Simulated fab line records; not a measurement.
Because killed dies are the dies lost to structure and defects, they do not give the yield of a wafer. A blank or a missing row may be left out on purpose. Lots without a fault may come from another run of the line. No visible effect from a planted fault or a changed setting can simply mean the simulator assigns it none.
Matching of chambers -- flow nand_harc -- 3 sister chambers for NHARC_A_CONTACT_ETCH_75 on rie_diel-09
The step etches the open film in CF4, target depth 39 nm, time 65 s. 16 wafers are shown with their chamber, then 6 later ones without.

EACH WAFER AND ITS CHAMBER
wafer,chamber,showerhead_plenum_p_Torr (Torr),drypump_motor_current_A (A),rf_vpp_V (V)
L530.2,0,1.73,5.2,151.3
L530.5,0,1.73,5.2,151.0
L530.6,3,1.91,5.5,152.9
L533.1,3,1.91,5.6,151.6
L533.2,1,1.65,6.0,148.7
L533.3,0,1.73,5.2,149.8
L539.2,1,1.65,5.9,149.1
L539.5,1,1.65,6.0,149.7
L539.6,0,1.72,5.2,150.1
L541.3,0,1.72,5.2,150.7
L541.5,0,1.72,5.2,152.3
L541.6,3,1.90,5.6,153.9
L542.2,0,1.72,5.2,151.3
L542.3,1,1.65,6.0,151.4
L542.5,0,1.72,5.2,151.0
L544.1,1,1.65,6.0,149.9

SIGNATURES (means of the wafers above)
reading,chamber 0,chamber 1,chamber 3,scatter within a chamber
showerhead_plenum_p_Torr,1.7237,1.6500,1.9067,0.00442
drypump_motor_current_A,5.200,5.980,5.567,0.0336
rf_vpp_V,150.938,149.760,152.800,0.924
Rule: distance of a wafer from a chamber = root of the sum over the readings of ((wafer's reading minus chamber's mean) / reading's scatter) squared. If the next closest chamber is less than 2 further off than the closest, the wafer can't be placed; otherwise it belongs to the closest. The scatter: take each reading less its chamber's mean, square it, sum over the shown wafers, divide by the number of wafers less the number of chambers, and take the root.

WAFERS MISSING THEIR CHAMBER
wafer,showerhead_plenum_p_Torr (Torr),drypump_motor_current_A (A),rf_vpp_V (V)
L544.2,1.72,5.2,150.3
L546.2,1.72,5.2,149.7
L546.3,1.65,6.0,148.3
L546.6,1.65,6.1,149.0
L549.3,1.90,5.5,151.7
L549.5,1.65,6.0,149.5

EACH ONE'S CHAMBER
wafer,from the rows above,in truth
L544.2,0,0
L546.2,0,0
L546.3,1,1
L546.6,1,1
L549.3,3,3
L549.5,1,1
Correct placement for 6 of the 6. From these rows, 0 cannot be placed. Placed wrongly: 0.
